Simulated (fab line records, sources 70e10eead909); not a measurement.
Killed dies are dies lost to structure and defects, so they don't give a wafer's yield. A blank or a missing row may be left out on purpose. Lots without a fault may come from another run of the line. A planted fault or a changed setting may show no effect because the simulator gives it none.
Chamber matching | flow nand_harc | NHARC_A_CHANNEL_FILL_D2_ALD_02 on ald_hk-03: 4 sister chambers
The step deposits SiO2, target thk 6 nm, pulse time 10 s, ald cycles 60. 20 wafers are shown with their chamber, then 10 later ones without.

WAFERS WITH THEIR CHAMBER
wafer  | chamber | heater_power_w (W) | precursor_pulse_height_rel
L075.1 | 1       | 418                | 1.034
L075.2 | 0       | 462                | 1.031
L075.5 | 3       | 455                | 1.002
L076.2 | 0       | 457                | 0.985
L076.3 | 1       | 421                | 0.971
L076.5 | 2       | 554                | 1.013
L077.3 | 3       | 459                | 1.002
L077.4 | 2       | 540                | 1.008
L077.5 | 2       | 546                | 0.983
L078.4 | 2       | 537                | 0.987
L078.5 | 2       | 545                | 1.014
L078.6 | 3       | 459                | 1.023
L079.1 | 1       | 411                | 1.002
L079.2 | 3       | 452                | 1.007
L079.4 | 2       | 528                | 1.004
L080.3 | 1       | 419                | 1.023
L080.4 | 0       | 462                | 1.000
L080.6 | 0       | 458                | 0.991
L083.2 | 3       | 467                | 1.017
L083.3 | 0       | 454                | 1.007

SIGNATURES (means of the wafers above)
reading                    | chamber 0 | chamber 1 | chamber 2 | chamber 3 | scatter within a chamber
heater_power_w             | 458.60    | 417.25    | 541.67    | 458.40    | 6.25
precursor_pulse_height_rel | 1.00280   | 1.00750   | 1.00150   | 1.01020   | 0.0174
Rule: a wafer's distance from a chamber is the root of the sum, over the readings, of the square of ((its reading less the chamber's mean) divided by the reading's scatter). The wafer belongs to the nearest chamber; if the next one is less than 2 further off, it can't be placed. The scatter: the root of (the sum of the squares of (reading less its chamber's mean) over the shown wafers, divided by (wafers less chambers)).

WAFERS WITHOUT THEIR CHAMBER
wafer  | heater_power_w (W) | precursor_pulse_height_rel
L083.6 | 553                | 0.964
L087.2 | 520                | 1.002
L087.3 | 439                | 1.002
L087.4 | 464                | 1.040
L094.1 | 502                | 0.999
L094.5 | 521                | 1.002
L094.6 | 460                | 0.981
L094.2 | 456                | 0.983
L094.3 | 441                | 0.975
L094.4 | 431                | 0.990

WHICH CHAMBER EACH WENT THROUGH
wafer  | from the rows above          | in truth
L083.6 | 2                            | 2
L087.2 | 2                            | 2
L087.3 | can't be placed: 0 or 3 or 1 | 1
L087.4 | can't be placed: 3 or 0      | 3
L094.1 | can't be placed: 2 or 0 or 3 | 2
L094.5 | 2                            | 2
L094.6 | can't be placed: 0 or 3      | 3
L094.2 | can't be placed: 0 or 3      | 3
L094.3 | can't be placed: 0 or 3 or 1 | 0
L094.4 | 1                            | 1
Placed correctly: 4 of 10. Can't be placed from these rows: 6 (the true chamber is among the candidates in 6). Placed wrongly: 0.
